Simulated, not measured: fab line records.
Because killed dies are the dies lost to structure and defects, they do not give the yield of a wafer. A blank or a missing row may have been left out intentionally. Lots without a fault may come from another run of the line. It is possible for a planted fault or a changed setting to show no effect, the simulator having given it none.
Matching of chambers ; flow n5-finfet ; uv-cure-02 running N5_BEOL_M11_CURE_71: 3 sister chambers
The step cures SiCOH lowk, time 240 s. 16 wafers are shown with their chamber, then 8 later ones without.

## EACH WAFER AND ITS CHAMBER
wafer;chamber;wafer_temp_C_max;lamp-power-pct (%)
L574.2;2;388.7;52.30
L574.5;2;388.1;52.33
L574.6;2;387.0;52.25
L578.1;0;386.6;52.28
L578.4;0;386.7;52.38
L578.6;0;386.1;52.30
L586.3;1;385.8;52.24
L586.4;1;386.0;52.23
L586.5;1;386.5;52.41
L587.1;0;386.1;52.29
L587.4;0;386.1;52.36
L587.5;0;386.5;52.34
L593.2;0;386.4;52.35
L593.4;0;386.2;52.32
L593.5;0;386.5;52.29
L594.2;2;388.1;52.24

SIGNATURES (averages over the wafers above)
reading;chamber 0;chamber 1;chamber 2;scatter within a chamber
wafer_temp_C_max;386.356;386.100;387.975;0.412
lamp-power-pct;52.3233;52.2933;52.2800;0.0527
Rule: a wafer's distance from a chamber is the root of the sum, over the readings, of the square of ((its reading less the chamber's mean) divided by the reading's scatter). If the next closest chamber is less than 2 further off than the closest, the wafer can't be placed; otherwise it belongs to the closest. The scatter: the root of (the sum of the squares of (reading less its chamber's mean) over the shown wafers, divided by (wafers less chambers)).

## WAFERS MISSING THEIR CHAMBER
wafer;wafer_temp_C_max;lamp-power-pct (%)
L594.4;388.1;52.33
L594.6;387.8;52.35
L595.1;386.5;52.28
L595.4;386.1;52.27
L595.5;386.6;52.30
L596.2;386.4;52.35
L596.4;385.8;52.37
L596.6;386.0;52.28

## THE CHAMBER EACH PASSED THROUGH
wafer;from the rows above;in truth
L594.4;2;2
L594.6;2;2
L595.1;can't be placed: 0 or 1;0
L595.4;can't be placed: 1 or 0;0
L595.5;can't be placed: 0 or 1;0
L596.2;can't be placed: 0 or 1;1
L596.4;can't be placed: 0 or 1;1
L596.6;can't be placed: 1 or 0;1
2 of 8 placed correctly. These rows do not allow placing 6 (true chamber among the candidates in 6). 0 placed wrongly.
